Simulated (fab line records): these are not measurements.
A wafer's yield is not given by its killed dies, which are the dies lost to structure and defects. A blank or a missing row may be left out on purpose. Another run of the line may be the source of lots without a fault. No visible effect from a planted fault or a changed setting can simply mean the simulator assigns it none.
Matching of chambers | flow nand_harc | rie_diel-12 running NHARC_A_STAIRCASE_TRIM_20: 4 sister chambers
The step chemistry O2, time 211.2 s. 4 wafers are shown with their chamber, then 8 later ones without.

EACH WAFER AND ITS CHAMBER
wafer  | chamber | drypump_motor_current_A (A)
L089.5 | 1       | 5.4
L091.1 | 3       | 6.2
L091.5 | 0       | 6.2
L092.3 | 2       | 5.1

WAFERS MISSING THEIR CHAMBER
wafer  | drypump_motor_current_A (A)
L092.4 | 5.4
L092.6 | 6.2
L093.2 | 5.1
L093.4 | 6.1
L093.5 | 6.2
L095.2 | 6.2
L095.3 | 5.4
L095.4 | 6.2

THE CHAMBER EACH PASSED THROUGH
wafer  | from the rows above     | in truth
L092.4 | 1                       | 1
L092.6 | can't be placed: 0 or 3 | 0
L093.2 | 2                       | 2
L093.4 | can't be placed: 0 or 3 | 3
L093.5 | can't be placed: 0 or 3 | 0
L095.2 | can't be placed: 0 or 3 | 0
L095.3 | 1                       | 1
L095.4 | can't be placed: 0 or 3 | 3
3 of 8 placed correctly. Unplaceable from these rows: 5, with the true chamber sitting among the candidates in 5. Number placed wrongly: 0.
How it was worked out, from the rows above alone: a wafer's distance from a chamber is the root of the sum, over the readings, of the square of ((its reading less the chamber's mean) divided by the reading's scatter). If the next closest chamber is less than 2 further off than the closest, the wafer can't be placed; otherwise it belongs to the closest. Each chamber's mean is taken over the wafers shown for it. The scatter (one wafer shown for each chamber): square how far every hidden wafer sits from the nearest shown wafer, average those squares and take the square root.
